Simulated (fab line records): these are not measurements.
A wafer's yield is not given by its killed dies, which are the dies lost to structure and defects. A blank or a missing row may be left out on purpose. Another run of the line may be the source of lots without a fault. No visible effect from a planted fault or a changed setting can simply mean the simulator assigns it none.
Which of the tools did it? ; flow nand harc ; 7 lots with 21 wafers sampled at 5 steps, on a route of 1159 steps

## WHAT THE GAUGES SHOWED, per wafer
NHARC_END_SORT_01.
lot;measured;on;killed at array
L451;day 22 06:52;prober-01;111 121 130

## EACH LOT AND THE TOOL THAT RAN IT (in order: tool; ch and the chambers of the sampled wafers; start)
lot;NHARC_A_ONON_D1_DEP_16;NHARC_A_BONDPAD_ANNEAL_28;NHARC_THIN_TSV_ETCH_15;NHARC_THIN_TSV_DEGAS_53
L441;pecvd onon-02 ch 0, day 8 15:25;rtp anneal-02 ch 0, day 18 08:04;rie si-01 ch 1,2,3, day 19 05:46;pvd sputter-03, day 19 09:44
L440;pecvd onon-02 ch 0, day 8 21:37;rtp anneal-01 ch 0, day 18 17:17;rie si-05 ch 0,1,3, day 19 12:23;pvd sputter-03, day 19 16:22
L451;pecvd onon-02 ch 0, day 11 03:49;rtp anneal-02 ch 0, day 20 19:45;rie si-05 ch 1,2,3, day 21 10:05;pvd sputter-02, day 21 14:13
L453;pecvd onon-03 ch 0, day 12 02:07;rtp anneal-02 ch 0, day 21 19:51;rie si-04 ch 1,3, day 22 08:58;pvd sputter-03, day 22 13:26
L455;pecvd onon-03 ch 0, day 12 09:56;rtp anneal-02 ch 0, day 22 06:53;rie si-01 ch 0,1, day 22 19:37;pvd sputter-01, day 22 23:34
L458;pecvd onon-04 ch 0, day 13 00:38;rtp anneal-02 ch 0, day 23 05:55;rie si-04 ch 0,1,2, day 23 21:14;pvd sputter-01, day 24 01:12
L461;pecvd onon-02 ch 0, day 13 17:56;rtp anneal-01 ch 0, day 23 11:59;rie si-04 ch 0,2,3, day 24 02:11;pvd sputter-03, day 24 06:13
- NHARC_A_ONON_D1_DEP_16: target thk 1000 nm.
- NHARC_A_BONDPAD_ANNEAL_28: time 90 s.
- NHARC_THIN_TSV_ETCH_15: target depth 3000 nm, bosch target overetch cycles 2, bosch etch step 2.8 s.
- NHARC_THIN_TSV_DEGAS_53: time 60 s.

## THE ANSWER, worked out from the rows above alone
Rule: the usual values come from the lots themselves. The widest of any qualifying gaps counts: lots, ordered by their means at a reading, are off when they make up no more than a third of the lots, leave a main group of 4 or more, and stand apart from it by 3 or more times the standard deviation of that group's means. A main group whose means are all the same, to the digits that the tables above print for the reading, isn't used. Also off: a lot with no number at a reading for which 4 or more lots have one. Any other lot the step has rows for is counted as sound.
Nothing can be told from this: no lot is off at any reading shown.

## WHAT THE SIMULATOR PUT IN
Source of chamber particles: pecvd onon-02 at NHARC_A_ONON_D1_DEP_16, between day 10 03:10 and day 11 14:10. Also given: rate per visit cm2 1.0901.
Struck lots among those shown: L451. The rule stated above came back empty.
